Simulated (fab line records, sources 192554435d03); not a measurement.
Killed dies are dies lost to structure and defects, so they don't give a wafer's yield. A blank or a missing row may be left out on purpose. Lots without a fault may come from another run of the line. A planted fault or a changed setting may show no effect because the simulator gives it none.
Split-lot experiment | flow n5_finfet | 7 lots, 21 wafers read, on a route of 1938 steps

THE SPLIT
At N5_BEOL_M9_ILD_DEP_00 (deposits SiCOH lowk from DEMS/porogen, target thk 308.51 nm, time 58 s), the setting time_s was moved away from the recipe's 58 s on 8 of the 21 wafers read, by -8.7% to +9.1%. The other wafers ran this setting at the recipe's value.

FROM THE SPLIT TO THE READING: what the file shows between them, 1 step
- N5_BEOL_M9_CURE_71: cures SiCOH lowk, time 240 s

THE READING
M9_ILD_THK, in nm, at N5_BEOL_M9_THK_MEAS_01. Fault-free wafers of this fab line usually give 267 nm, standard deviation 3.6 nm.

wafer  | tool, chamber at the split | time_s as run, s | against the recipe | M9_ILD_THK, nm | against lot-mates on the recipe
L076.1 | pecvd-04, 1                | 58               | recipe             | 265            | -
L076.4 | pecvd-04, 0                | 58               | recipe             | 269            | -
L076.5 | pecvd-04, 1                | 58               | recipe             | 268            | -
L077.1 | pecvd-02, 2                | 63.26            | +9.1%              | 291            | +30
L077.2 | pecvd-02, 1                | 58               | recipe             | 261            | -
L077.4 | pecvd-02, 2                | 63.26            | +9.1%              | 297            | +36
L079.3 | pecvd-03, 1                | 58               | recipe             | 267            | -
L079.4 | pecvd-03, 0                | 58               | recipe             | 271            | -
L079.5 | pecvd-03, 1                | 60.38            | +4.1%              | 279            | +10
L089.2 | pecvd-03, 2                | 58               | recipe             | 267            | -
L089.3 | pecvd-03, 1                | 53.17            | -8.3%              | 244            | -25
L089.6 | pecvd-03, 1                | 58               | recipe             | 271            | -
L091.3 | pecvd-04, 1                | 58               | recipe             | 271            | -
L091.5 | pecvd-04, 1                | 58               | recipe             | 269            | -
L091.6 | pecvd-04, 2                | 58               | recipe             | 266            | -
L090.1 | pecvd-03, 0                | 55.63            | -4.1%              | 249            | -17
L090.4 | pecvd-03, 1                | 58               | recipe             | 266            | -
L090.5 | pecvd-03, 0                | 55.63            | -4.1%              | 252            | -14
L093.1 | pecvd-02, 2                | 52.95            | -8.7%              | 242            | -21
L093.2 | pecvd-02, 2                | 52.95            | -8.7%              | 247            | -16
L093.3 | pecvd-02, 2                | 58               | recipe             | 263            | -

THE FIT
A straight line over all 21 wafers: M9_ILD_THK changes by +2.89 nm for each +1% of time_s; r = +0.97; the points scatter about the line by 3.3 nm.
The same after taking each lot's own level away (the mean of its wafers on the recipe; 21 wafers): +3 nm for each +1%; r = +0.97; scatter 3.7 nm.
On that fit, the largest move of time_s shifts the reading by 27 nm.
The lots' own levels span 261.0 to 269.0 nm, that is 2.2 times the standard deviation above.
So the lot-to-lot level changes the slope little: the two slopes agree.
Check: with one of the wafers moved furthest among these (+9.1%) left out of the fit, the line predicts +27.4 nm for it against its lot-mates. It came out at +30 nm against them.

OTHER SPLITS ON THESE WAFERS
These wafers also went through other splits before the reading. Each is held against what the fit with the lots' levels taken away leaves over:
other split on the same wafers | wafers away from the commonest value | r with M9_ILD_THK (lot level and that fit taken away)
N5_BEOL_M8_DESCUM_16 time_s    | 6                                    | -0.09

THE WHOLE CHAIN: every reading that the file lists as answering this split, in the file's order
step                   | what it does                                                           | reading                                                                                  | change (the file's fit)              | r (the file's)
N5_BEOL_M9_ILD_DEP_00  | deposits SiCOH lowk from DEMS/porogen, target thk 308.51 nm, time 58 s | SiCOH_lowk_of_BEOL_M9_ILD_DEP_00.thk_nm (the simulator's own value, which no gauge read) | +3.37 nm for each +1% of the setting | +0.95
N5_BEOL_M9_CURE_71     | cures SiCOH lowk, time 240 s                                           | SiCOH_lowk_of_BEOL_M9_ILD_DEP_00.thk_nm (the simulator's own value, which no gauge read) | +2.99 nm for each +1% of the setting | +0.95
N5_BEOL_M9_THK_MEAS_01 |                                                                        | M9_ILD_THK                                                                               | +2.98 for each +1% of the setting    | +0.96

THE FILE'S OWN FIT
M9_ILD_THK changes by +2.98 nm for each +1% of time_s, r = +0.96.
